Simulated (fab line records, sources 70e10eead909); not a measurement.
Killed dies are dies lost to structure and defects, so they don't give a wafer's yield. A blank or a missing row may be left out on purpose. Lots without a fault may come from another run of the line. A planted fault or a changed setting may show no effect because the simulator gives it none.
Problem report in the 8D (eight disciplines) form, filled by code | flow nand_harc | the parts of the form that need people (team, actions taken, sign-off) are left out

1. THE PROBLEM
time_to_endpoint_s at NHARC_A_M1_CMP_23 reads a mean of 13.3 s on 3 wafers of 2 lots; wafers without a fault read 29.1 s with a standard deviation of 2.5. That is -6.3 standard deviations from the usual mean.
The step: polishes, t overpolish 20 s, target thk 154.34 nm.
First seen on wafer L339.4, day 30 14:11, on cmp-04. The record holds 36 wafers of 12 lots with a number at this step. Rule for "out", or "out of limits": more than 4 standard deviations from the usual mean. The other wafers with a number count as sound.

2. WHAT IT IS AND WHAT IT IS NOT
question                    | is                     | is not
which readings at this step | time_to_endpoint_s     | edge_zone_pressure_frac, motor_current_A, slurry_filter_dp_kPa
which lots                  | L339, L340             | L323, L324, L325, L327, L328, L329, L330, L331, L341, L342
which wafers of those lots  | L339.4, L340.4, L340.6 | L339.1, L339.3, L340.2
read on which tools         | cmp-04                 | cmp-01, cmp-03
when                        | from day 30 14:11      | up to then (26 sound wafers); but 7 sound wafers of L340, L341, L342 came after

3. SUSPECTS, AND WHAT RULES EACH OUT
Counting: a tool at a process step up to the reading stays a suspect if it ran every lot that is out. Sound lots after the first of them don't rule it out here, since some wafers of a struck lot are sound.
- ecd_cu-01 at NHARC_A_M1_ECD_22 (material Cu, target thk 400 nm): kept. It ran every lot that is out, first L339 (day 30 13:26); its last sound lot up to then is L331 (day 27 00:36).
- cmp-04 at NHARC_A_M1_CMP_23 (polishes, t overpolish 20 s, target thk 154.34 nm): kept. It ran every lot that is out, first L339 (day 30 14:11); its last sound lot up to then is L331 (day 27 01:18). Its own readings are out on those wafers: time_to_endpoint_s.
- Within cmp-04 at NHARC_A_M1_CMP_23: the wafers that are out ran in chambers 0, 2; their sound lot-mates ran in chambers 1, 3.
Left after counting: ecd_cu-01 at NHARC_A_M1_ECD_22, cmp-04 at NHARC_A_M1_CMP_23.

4. THE CAUSE (what the simulator had put in)
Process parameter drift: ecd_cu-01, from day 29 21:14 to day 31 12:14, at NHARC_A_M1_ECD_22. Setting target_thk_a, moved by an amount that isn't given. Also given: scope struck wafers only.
Counting left 2 suspects, and this tool is among them.

5. THE CHAIN OF EFFECTS, in route order
Each row: a reading whose mean over the struck wafers that have a number lies more than 3 standard deviations from the usual. Only readings for which the record gives a usual standard deviation are gone through. hours: the time from each lot's start at the first step in this table that gives one to its start at this step, as a median over the lots. sigmas: the change in usual standard deviations.
hours | step              | reading            | usual  | on struck wafers | change | sigmas
0     | NHARC_A_M1_CMP_23 | time_to_endpoint_s | 29.1 s | 13.3             | -15.8  | -6.3
The process steps in it:
- NHARC_A_M1_CMP_23: polishes, t overpolish 20 s, target thk 154.34 nm.

6. WHAT WOULD HAVE CAUGHT IT SOONER
In this record the first reading out of limits was taken at day 30 14:11, 17 hours after the fault began at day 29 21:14.
Of the tool readings at NHARC_A_M1_ECD_22 for which the record gives a usual standard deviation, none was out on any struck wafer, so an alarm limit of 4 standard deviations on them would not have fired.
Of the lots that are out (2), L340 began NHARC_A_M1_ECD_22 on ecd_cu-01 after day 30 14:11. A hold on the tool at that time would have spared it.
